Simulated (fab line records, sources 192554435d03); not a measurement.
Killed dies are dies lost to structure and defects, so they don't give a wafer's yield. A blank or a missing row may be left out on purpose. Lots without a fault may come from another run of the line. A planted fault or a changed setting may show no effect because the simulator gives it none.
A struck lot beside a sound one | flow n5_finfet | 14 steps out of a route of 1938
Sound: wafers L393.2, L393.3, L393.5. Struck: wafers L403.1, L403.3, L403.5. The cause comes at the end.
At each step with rows: each side's tool, then ch and its chambers, then its first start. Under that, the readings that differ: sound wafers | struck wafers | difference of the means | sigmas: that difference in standard deviations of wafers without a fault.
alike: readings whose means differ by less than 2 such deviations, and words and numbers that are the same on both sides. not compared: withheld readings, readings that some wafer has no value for, bounds like >300 that may hide the same value, and numbers for which the record gives no deviation and whose values overlap.
The two part at a step that has a row with sigmas, a row that says differs or no value, or rows on one side only. Numbers that don't overlap but have no deviation are shown without sigmas and don't part them. A reading that every wafer of one side lacks parts them only if that side has two wafers or more.

first, 3 steps without rows for these wafers: N5_SD_EPI_P_PRECLEAN_51 (cleans in NF3:NH3, afs cycles 1, time 20 s, sublimation time 60 s); N5_SD_EPI_P_VAPOR_ETCH_44 (etches SiGe30 in NF3/Ar, time 3.3 s); N5_SD_EPI_P_EPI_21 (deposits SiGe:B, time 355 s).
N5_SD_EPI_P_EPI_MEAS_23:
  sound on film_metro-02, day 4 02:16; struck on film_metro-02, day 6 16:20
  alike: thk_nm
then, 6 steps without rows for these wafers: N5_SD_EPI_P_HM_STRIP_48 (strips SiNx in H3PO4, material SiNx, target depth 3 nm); N5_SD_EPI_P_SRD_49 (time 30 s); N5_SD_EPI_P_PRECLEAN_24 (cleans in O3/DIW, time 45 s); N5_SD_EPI_P_PRECLEAN_32 (cleans in dHF, time 10 s); N5_SD_EPI_P_PRECLEAN_33 (cleans in SC2, time 45 s); N5_SD_EPI_P_SRD_25 (time 30 s).
N5_SD_EPI_P_INSPECT_26: inspects for defects (darkfield).
  sound on defect_inspect-01, day 4 02:26; struck on defect_inspect-01, day 6 16:30
  reading          | sound       | struck      | difference | sigmas
  raw_defect_count | 217 225 341 | 160 147 174 | -101       | -3
N5_SD_ACTIVATION_RTA_00: time 0 s.
  sound on rtp_anneal-01 ch 0, day 4 02:29; struck on rtp_anneal-02 ch 0, day 6 16:32
  alike: lamp_power_pct, lamp_zone_3_pct, wafer_temp_C_max
N5_SD_ACTIVATION_LSA_01: time 0.0008 s.
  sound on laser_anneal-02 ch 0, day 4 02:41; struck on laser_anneal-02 ch 0, day 6 16:44
  reading          | sound                | struck               | difference | sigmas
  wafer_temp_C_max | 1084.1 1083.8 1083.6 | 1106.3 1105.7 1106.3 | +22.3      | +8
N5_PASSIVATION_PROBE_49:
  the record has rows for the sound wafers here (prober-02, day 12 00:12) and none for the struck ones

WHERE THEY PART
First at N5_SD_EPI_P_INSPECT_26; last, within this record, at N5_PASSIVATION_PROBE_49.

WHY: what the simulator had put in
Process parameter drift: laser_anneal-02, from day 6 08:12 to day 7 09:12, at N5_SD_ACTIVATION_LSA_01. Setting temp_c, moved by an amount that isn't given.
